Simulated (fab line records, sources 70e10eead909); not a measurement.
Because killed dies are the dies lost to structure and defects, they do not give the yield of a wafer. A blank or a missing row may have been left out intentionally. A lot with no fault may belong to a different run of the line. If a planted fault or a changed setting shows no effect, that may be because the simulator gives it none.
Chamber matching :: flow nand-harc :: NHARC_A_STAIRCASE_TRIM_20 on rie-diel-12: 4 sister chambers
The step chemistry O2, time 211.2 s. 8 wafers are shown with their chamber, then 9 later ones without.

WAFERS WITH THEIR CHAMBER
wafer: L079.3
chamber: 2
showerhead-plenum-p-Torr (Torr): 3.35
oes-product-au (a.u.): 0.992

wafer: L075.1
chamber: 1
showerhead-plenum-p-Torr (Torr): 3.34
oes-product-au (a.u.): 0.998

wafer: L075.2
chamber: 3
showerhead-plenum-p-Torr (Torr): 3.27
oes-product-au (a.u.): 1.010

wafer: L083.1
chamber: 1
showerhead-plenum-p-Torr (Torr): 3.33
oes-product-au (a.u.): 1.011

wafer: L083.6
chamber: 0
showerhead-plenum-p-Torr (Torr): 3.59
oes-product-au (a.u.): 1.015

wafer: L085.1
chamber: 0
showerhead-plenum-p-Torr (Torr): 3.59
oes-product-au (a.u.): 0.998

wafer: L085.3
chamber: 3
showerhead-plenum-p-Torr (Torr): 3.81
oes-product-au (a.u.): 1.009

wafer: L085.6
chamber: 2
showerhead-plenum-p-Torr (Torr): 3.34
oes-product-au (a.u.): 0.987

WAFERS WITH NO CHAMBER GIVEN
wafer: L089.1
showerhead-plenum-p-Torr (Torr): 3.32
oes-product-au (a.u.): 1.017

wafer: L089.4
showerhead-plenum-p-Torr (Torr): 3.80
oes-product-au (a.u.): 1.011

wafer: L089.5
showerhead-plenum-p-Torr (Torr): 3.80
oes-product-au (a.u.): 1.006

wafer: L094.1
showerhead-plenum-p-Torr (Torr): 3.79
oes-product-au (a.u.): 1.019

wafer: L094.4
showerhead-plenum-p-Torr (Torr): 3.32
oes-product-au (a.u.): 0.999

wafer: L094.5
showerhead-plenum-p-Torr (Torr): 3.79
oes-product-au (a.u.): 1.019

wafer: L095.1
showerhead-plenum-p-Torr (Torr): 3.79
oes-product-au (a.u.): 1.024

wafer: L095.5
showerhead-plenum-p-Torr (Torr): 3.32
oes-product-au (a.u.): 0.996

wafer: L095.6
showerhead-plenum-p-Torr (Torr): 3.79
oes-product-au (a.u.): 1.022

WHICH CHAMBER EACH ONE RAN IN
wafer: L089.1
from the rows above: can't be placed: 3 or 1 or 0
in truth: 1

wafer: L089.4
from the rows above: can't be placed: 0 or 3 or 1
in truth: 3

wafer: L089.5
from the rows above: can't be placed: 0 or 3 or 1
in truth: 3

wafer: L094.1
from the rows above: can't be placed: 3 or 0 or 1
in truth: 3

wafer: L094.4
from the rows above: can't be placed: 1 or 2 or 0 or 3
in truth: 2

wafer: L094.5
from the rows above: can't be placed: 3 or 0 or 1
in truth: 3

wafer: L095.1
from the rows above: can't be placed: 3 or 0 or 1
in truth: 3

wafer: L095.5
from the rows above: can't be placed: 2 or 1 or 0 or 3
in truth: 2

wafer: L095.6
from the rows above: can't be placed: 3 or 0 or 1
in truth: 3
Placed correctly: 0 of 9. From these rows, 9 cannot be placed; in 9 the true chamber is one of the candidates. Wrongly placed: 0.
How it was worked out, from the rows above alone: a wafer's distance from a chamber is the root of the sum, over the readings, of the square of ((its reading less the chamber's mean) divided by the reading's scatter). If the next closest chamber is less than 2 further off than the closest, the wafer can't be placed; otherwise it belongs to the closest. A chamber's mean is the mean of its shown wafers. The scatter is the square root of a quotient: the sum, over the shown wafers, of each reading's squared deviation from its chamber's mean, divided by wafers minus chambers.
